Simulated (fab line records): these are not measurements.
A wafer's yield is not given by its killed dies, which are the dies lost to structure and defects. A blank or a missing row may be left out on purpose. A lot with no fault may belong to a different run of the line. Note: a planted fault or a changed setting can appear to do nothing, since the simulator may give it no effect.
Matching of chambers -- flow nand harc -- NHARC_A_M1_PRE_CLEAN_32 on pecvd-03: 3 sister chambers
The step time 12 s. 30 wafers are shown with their chamber, then 12 later ones without.

== WAFERS, EACH WITH ITS CHAMBER ==
wafer,chamber,heater power w (W)
L075.1,1,665
L075.5,0,499
L075.6,2,686
L078.1,2,626
L078.3,0,520
L078.5,2,602
L078.2,1,615
L078.4,1,623
L078.6,0,512
L077.2,1,691
L077.5,2,759
L077.6,0,514
L081.1,1,629
L081.2,0,479
L081.3,2,645
L082.3,2,707
L082.4,2,709
L082.5,1,567
L087.2,2,668
L087.4,0,500
L087.5,1,604
L091.1,2,669
L091.3,0,527
L091.4,0,523
L088.2,0,480
L088.3,2,709
L088.5,2,698
L092.1,2,701
L092.2,0,501
L092.5,1,675

SIGNATURES (averages over the wafers above)
reading,chamber 0,chamber 1,chamber 2,scatter within a chamber
heater power w,505.50,633.62,681.58,35.6
Rule: distance of a wafer from a chamber = root of the sum over the readings of ((wafer's reading minus chamber's mean) / reading's scatter) squared. If the next closest chamber is less than 2 further off than the closest, the wafer can't be placed; otherwise it belongs to the closest. The scatter: take each reading less its chamber's mean, square it, sum over the shown wafers, divide by the number of wafers less the number of chambers, and take the root.

== WAFERS WHOSE CHAMBER IS MISSING ==
wafer,heater power w (W)
L093.3,642
L093.5,701
L093.6,663
L096.1,712
L096.5,671
L096.6,726
L097.2,503
L097.3,641
L097.6,609
L097.1,604
L097.4,512
L097.5,645

== EACH ONE'S CHAMBER ==
wafer,from the rows above,in truth
L093.3,can't be placed: 1 or 2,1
L093.5,can't be placed: 2 or 1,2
L093.6,can't be placed: 2 or 1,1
L096.1,can't be placed: 2 or 1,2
L096.5,can't be placed: 2 or 1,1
L096.6,can't be placed: 2 or 1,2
L097.2,0,0
L097.3,can't be placed: 1 or 2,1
L097.6,can't be placed: 1 or 2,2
L097.1,can't be placed: 1 or 2 or 0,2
L097.4,0,0
L097.5,can't be placed: 1 or 2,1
Correctly placed: 2 of 12. These rows do not allow placing 10 (true chamber among the candidates in 10). 0 placed wrongly.
